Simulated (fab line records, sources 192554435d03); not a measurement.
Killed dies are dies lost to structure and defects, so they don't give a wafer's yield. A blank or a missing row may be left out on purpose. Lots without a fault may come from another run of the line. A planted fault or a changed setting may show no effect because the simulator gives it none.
fab line records | flow n5_finfet
record lots=7 wafers=39
route steps=1938 shown BEOL_M8@1377
start_h: hours from the record's first day to the start of the lot's first wafer shown | wait_h: hours since the lot's step before | " the same as in the row above | L1.1+2: a row that stands for several wafers | - no value, or no start given | * or withheld: withheld | < > ~ a bound
route shown NAME@n: a module of which the file shows steps, and the number in the route of the first | usual: mean/standard deviation of fault-free wafers | same: alike in all rows | chamber/n: place in a boat | sites: the reading at each site | _std_site: their standard deviation | _edge_site: outer sites' mean less inner sites' | radius_mm: how far each site lies from the wafer's centre | mask NAME#n: copy n | behind: the tool/chamber that last shaped the wafer | hold: why the lot was held/for how many hours/how that ended | device: the transistor (n, p or np) that didn't switch | end of line: the same wafers' tests at the end of the route | a step without rows: its recipe alone | killed: dies lost to structure and defects at the first sort, not the wafer's yield | map: a wafer's dies, x killed, . not, _ none there
set.NAME: the setting as run; set.NAME@STEP: as run at that earlier step | model.NAME: the simulator's own value behind a step, which no gauge read
lots whose settings were changed on purpose; a table a step, a row a wafer
## steps
# step N5_BEOL_M8_TRENCH_ETCH_37
# recipe chemistry=C4F6/O2 target_depth_a=934.78 target=SiCOH_lowk time_s=31.2 ion_energy_ev=250 pressure_mtorr=30 source_w=345 bias_w=185 Ar_flow_sccm=300 C4F6_flow_sccm=10 O2_flow_sccm=10
# columns lot.wafer tool chamber start_h wait_h set.time_s model.etch.depth_nm model.BEOL_M8.feature_depth_nm model.TiN_of_BEOL_M8_HM_DEP_02.thk_nm
L075.1 rie_diel-01 1 - - 18.36 52.93 53 18.6
L075.2 " 0 " " 18.36 54.75 54.8 18.6
L075.3 " 3 " " 31.2 91.49 91.4 17.6
L075.4 " 2 " " 31.2 93.61 93.6 17.2
L075.5 " 1 " " 18.36 53.33 53.4 18.6
L075.6 " 2 " " 31.2 93.52 93.6 17.4
L079.1 rie_diel-03 1 - - 25.33 76.21 76.2 17.4
L079.2 " 2 " " 25.33 74.2 74.2 17.6
L079.3 " 3 " " 31.2 94.23 94.2 17
L079.4 " 0 " " 31.2 94.14 94.2 17
L079.5 " 1 " " 31.2 94.37 94.4 17.2
L079.6 " 2 " " 25.33 74.2 74.2 17.4
L082.1 rie_diel-03 0 - - 31.2 93.43 93.4 17.2
L082.2 " 2 " " 31.2 91.09 91 17.2
L082.3 " 3 " " 41.17 123.7 123.6 16.4
L082.4 " 1 " " 31.2 92.08 92 17.2
L082.5 " 0 " " 41.17 121.8 121.8 16.4
L082.6 " 3 " " 41.17 122.7 122.8 16.4
L084.4 rie_diel-03 0 - - 31.2 92.59 92.6 17.4
L084.5 " 3 " " 31.2 92.61 92.6 17.6
L084.6 " 0 " " 31.2 92.14 92.2 17.4
L085.1 rie_diel-05 3 - - 22.77 67 67 18.2
L085.2 " 2 " " 22.77 67.2 67.2 18.2
L085.3 " 1 " " 22.77 68.42 68.4 18
L085.4 " 2 " " 31.2 91.78 91.8 17.4
L085.5 " 1 " " 31.2 94.19 94.2 17.6
L085.6 " 3 " " 31.2 91.32 91.4 17.4
L087.1 rie_diel-03 0 - - 31.2 92.45 92.4 17.4
L087.2 " 3 " " 46.23 138.8 138.8 16.2
L087.3 " 1 " " 46.23 138 138 16.2
L087.4 " 2 " " 31.2 90.94 91 17.4
L087.5 " 1 " " 46.23 138.1 138.2 16
L087.6 " 2 " " 31.2 91.4 91.4 17.4
L096.1 rie_diel-01 3 - - 31.2 92.18 92.2 17.4
L096.2 " 0 " " 31.2 92.94 93 17.2
L096.3 " 1 " " 31.2 91.18 91.2 17.4
L096.4 " 2 " " 31.2 93.39 93.4 17.4
L096.5 " 3 " " 31.2 92.27 92.2 17.6
L096.6 " 0 " " 31.2 93.24 93.2 17.4
# step N5_BEOL_M8_ETCH_41
# recipe chemistry=CH3F/O2 target=SiCN target_depth_a=319 taper_deg=2 time_s=57.8 ion_energy_ev=120 mask_material=TiN pressure_mtorr=30 source_w=395 bias_w=75 Ar_flow_sccm=150 CH3F_flow_sccm=30 O2_flow_sccm=20
# step N5_BEOL_M8_STRIP_80
# recipe chemistry=N2/H2 time_s=10 power_w=450 temp_c=40 pressure_mtorr=20 rf_frequency_hz=6e+07 bias_power_w=7 n2_flow_sccm=200 h2_flow_sccm=200
# step N5_BEOL_M8_OCD_MEAS_38
# usual trench_depth_nm=92.3/1.3
# columns lot.wafer tool chamber start_h wait_h set.time_s@BEOL_M8_TRENCH_ETCH_37 trench_depth_nm
L075.1 ocd-01 - 214.10 - 18.36 53.0
L075.2 " - " " 18.36 54.9
L075.3 " - " " 31.2 92.1
L075.4 " - " " 31.2 93.3
L075.5 " - " " 18.36 53.4
L075.6 " - " " 31.2 93.0
L079.1 ocd-01 - 228.83 - 25.33 76.0
L079.2 " - " " 25.33 74.2
L079.3 " - " " 31.2 93.9
L079.4 " - " " 31.2 94.0
L079.5 " - " " 31.2 94.4
L079.6 " - " " 25.33 74.5
L082.1 ocd-02 - 261.74 - 31.2 93.7
L082.2 " - " " 31.2 91.1
L082.3 " - " " 41.17 124.4
L082.4 " - " " 31.2 92.4
L082.5 " - " " 41.17 121.7
L082.6 " - " " 41.17 123.2
L084.4 ocd-01 - 274.55 - 31.2 92.7
L084.5 " - " " 31.2 92.7
L084.6 " - " " 31.2 92.1
L085.1 ocd-01 - 277.03 - 22.77 67.0
L085.2 " - " " 22.77 67.1
L085.3 " - " " 22.77 68.6
L085.4 " - " " 31.2 91.8
L085.5 " - " " 31.2 94.1
L085.6 " - " " 31.2 90.9
L087.1 ocd-01 - 288.62 - 31.2 92.3
L087.2 " - " " 46.23 138.5
L087.3 " - " " 46.23 138.1
L087.4 " - " " 31.2 90.6
L087.5 " - " " 46.23 138.4
L087.6 " - " " 31.2 91.7
L096.1 ocd-01 - 335.89 - 31.2 92.6
L096.2 " - " " 31.2 92.7
L096.3 " - " " 31.2 91.2
L096.4 " - " " 31.2 93.2
L096.5 " - " " 31.2 92.8
L096.6 " - " " 31.2 93.8
# step N5_BEOL_M8_HM_STRIP_39
# recipe chemistry=peroxide_tin_strip material=TiN target_depth_a=250 temp_c=50 time_s=158
# step N5_BEOL_M8_SRD_40
# recipe time_s=30 temp_c=23 rinse_liquid=diw dry=ipa_marangoni
# step N5_BEOL_M8_ECD_50
# recipe material=Cu target_thk_a=3000
# step N5_BEOL_M8_ANNEAL_51
# recipe temp_c=225 time_s=90 ambient=N2
# step N5_BEOL_M8_CMP_52
# recipe stop_on=SiCOH_lowk t_overpolish_s=6.9 down_force_psi=1 platen_rpm=50 clearing_platen_down_force_psi=1.5 clearing_platen_rpm=50 post_cmp_clean=cu_alkaline target_thk_nm=80 clearing_platen_pad_velocity_m_s=0.99484 pad_velocity_m_s=0.99484
# columns lot.wafer tool chamber start_h wait_h set.time_s@BEOL_M8_TRENCH_ETCH_37 model.Cu_of_BEOL_M8_ECD_50.thk_nm
L075.1 cmp-03 0 216.68 0.3 18.36 39.2
L075.3 " 1 " " 31.2 77.8
L075.2 " 2 " " 18.36 40.6
L075.4 " 3 " " 31.2 78.6
L075.5 " 0 " " 18.36 38.4
L075.6 " 1 " " 31.2 79.8
L079.1 cmp-04 2 232.26 0.6 25.33 63.2
L079.2 " 3 " " 25.33 61.4
L079.3 " 0 " " 31.2 80
L079.4 " 1 " " 31.2 79.6
L079.6 " 2 " " 25.33 61
L079.5 " 3 " " 31.2 81.2
L082.1 cmp-01 1 264.01 0.3 31.2 79.4
L082.3 " 2 " " 41.17 109.8
L082.4 " 3 " " 31.2 77
L082.2 " 0 " " 31.2 76.2
L082.5 " 1 " " 41.17 106.8
L082.6 " 2 " " 41.17 107.8
L084.4 cmp-03 0 276.27 0.2 31.2 78.8
L084.6 " 2 " " 31.2 79
L084.5 " 3 " " 31.2 77.4
L085.1 cmp-04 0 279.80 0.3 22.77 54.2
L085.3 " 1 " " 22.77 55.4
L085.4 " 2 " " 31.2 79
L085.2 " 3 " " 22.77 55
L085.6 " 0 " " 31.2 78.4
L085.5 " 1 " " 31.2 82.6
L087.2+5 cmp-04 2,3 290.91 0.2 46.23 125.6
L087.1 " 3 " " 31.2 79
L087.4 " 0 " " 31.2 77.6
L087.3 " 1 " " 46.23 125.2
L087.6 " 2 " " 31.2 78.6
L096.2 cmp-01 1 338.08 0.2 31.2 78.2
L096.1 " 2 " " 31.2 76.8
L096.3 " 3 " " 31.2 75.8
L096.4 " 0 " " 31.2 78.6
L096.6 " 1 " " 31.2 79
L096.5 " 2 " " 31.2 78.4
# step N5_BEOL_M8_THK_MEAS_53
# recipe thk_meas_gauge=xrf reads=Cu_of_BEOL_M8_ECD_50
# usual M8_THK=78.3/1.7
# columns lot.wafer tool chamber start_h wait_h set.time_s@BEOL_M8_TRENCH_ETCH_37 M8_THK[nm]
L075.1 film_metro-01 - 216.98 - 18.36 38.5
L075.2 " - " " 18.36 40.1
L075.3 " - " " 31.2 76.7
L075.4 " - " " 31.2 77.8
L075.5 " - " " 18.36 37.9
L075.6 " - " " 31.2 78.3
L079.1 film_metro-02 - 232.56 - 25.33 63.5
L079.2 " - " " 25.33 61.2
L079.3 " - " " 31.2 79.8
L079.4 " - " " 31.2 79.6
L079.5 " - " " 31.2 81.8
L079.6 " - " " 25.33 61.2
L082.1 film_metro-02 - 264.30 - 31.2 79.2
L082.2 " - " " 31.2 76.1
L082.3 " - " " 41.17 109.4
L082.4 " - " " 31.2 76.9
L082.5 " - " " 41.17 107.3
L082.6 " - " " 41.17 107.5
L084.4 film_metro-02 - 276.49 - 31.2 78.0
L084.5 " - " " 31.2 76.9
L084.6 " - " " 31.2 78.4
L085.1 film_metro-01 - 280.10 - 22.77 54.3
L085.2 " - " " 22.77 55.1
L085.3 " - " " 22.77 55.6
L085.4 " - " " 31.2 79.2
L085.5 " - " " 31.2 83.3
L085.6 " - " " 31.2 78.3
L087.1 film_metro-01 - 291.20 - 31.2 77.9
L087.2 " - " " 46.23 123.4
L087.3 " - " " 46.23 123.0
L087.4 " - " " 31.2 76.1
L087.5 " - " " 46.23 124.3
L087.6 " - " " 31.2 77.2
L096.1 film_metro-01 - 338.38 - 31.2 76.1
L096.2 " - " " 31.2 77.8
L096.3 " - " " 31.2 75.1
L096.4 " - " " 31.2 78.0
L096.5 " - " " 31.2 78.0
L096.6 " - " " 31.2 78.8
# step N5_BEOL_M8_PRE_CLEAN_55
# recipe gas=NH3 time_s=15 temp_c=withheld rf_power_w=300
# step N5_BEOL_M8_DEP_56
# recipe material=SiCN target_thk_a=100 temp_c=withheld precursor=3MS/NH3 pressure_torr=3 rf_w=202 time_s=17.5
# step N5_BEOL_M8_RS_MEAS_57
# recipe thk_meas_gauge=four-point-probe reads=Cu_of_BEOL_M8_ECD_50+Co_of_BEOL_M8_CVD_78+TaN_of_BEOL_M8_ALD_77
# usual M8_RS=0.291/0.0068
# columns lot.wafer tool chamber start_h wait_h set.time_s@BEOL_M8_TRENCH_ETCH_37 M8_RS[ohm/sq]
L075.1 film_metro-01 - 217.14 0.1 18.36 0.693
L075.2 " - " " 18.36 0.657
L075.3 " - " " 31.2 0.296
L075.4 " - " " 31.2 0.292
L075.5 " - " " 18.36 0.707
L075.6 " - " " 31.2 0.287
L079.1 film_metro-01 - 232.69 0.1 25.33 0.379
L079.2 " - " " 25.33 0.391
L079.3 " - " " 31.2 0.286
L079.4 " - " " 31.2 0.287
L079.5 " - " " 31.2 0.281
L079.6 " - " " 25.33 0.395
L082.1 film_metro-01 - 264.43 0.1 31.2 0.289
L082.2 " - " " 31.2 0.302
L082.3 " - " " 41.17 0.199
L082.4 " - " " 31.2 0.299
L082.5 " - " " 41.17 0.205
L082.6 " - " " 41.17 0.203
L084.4 film_metro-01 - 276.62 0.0 31.2 0.291
L084.5 " - " " 31.2 0.297
L084.6 " - " " 31.2 0.290
L085.1 film_metro-01 - 280.23 0.1 22.77 0.458
L085.2 " - " " 22.77 0.450
L085.3 " - " " 22.77 0.445
L085.4 " - " " 31.2 0.290
L085.5 " - " " 31.2 0.275
L085.6 " - " " 31.2 0.293
L087.1 film_metro-01 - 291.33 0.1 31.2 0.289
L087.2 " - " " 46.23 0.170
L087.3 " - " " 46.23 0.171
L087.4 " - " " 31.2 0.296
L087.5 " - " " 46.23 0.171
L087.6 " - " " 31.2 0.292
L096.1 film_metro-02 - 338.51 0.1 31.2 0.301
L096.2 " - " " 31.2 0.294
L096.3 " - " " 31.2 0.305
L096.4 " - " " 31.2 0.292
L096.5 " - " " 31.2 0.293
L096.6 " - " " 31.2 0.290
## key
split step=N5_BEOL_M8_TRENCH_ETCH_37 setting=time_s stated=31.2 by=wafer
response step=N5_BEOL_M8_TRENCH_ETCH_37 reading=model.etch.depth_nm change=+0.96 per=1% r=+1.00
response step=N5_BEOL_M8_TRENCH_ETCH_37 reading=model.BEOL_M8.feature_depth_nm change=+0.961 per=1% r=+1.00
response step=N5_BEOL_M8_TRENCH_ETCH_37 reading=model.TiN_of_BEOL_M8_HM_DEP_02.thk_nm change=-0.0264 per=1% r=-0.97
response step=N5_BEOL_M8_OCD_MEAS_38 reading=trench_depth_nm change=+0.96 per=1% r=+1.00
response step=N5_BEOL_M8_CMP_52 reading=model.Cu_of_BEOL_M8_ECD_50.thk_nm change=+0.962 per=1% r=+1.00
response step=N5_BEOL_M8_THK_MEAS_53 reading=M8_THK change=+0.955 per=1% r=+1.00
response step=N5_BEOL_M8_RS_MEAS_57 reading=M8_RS shape=bent at_lowest=0.686 at_stated=0.292 at_highest=0.171
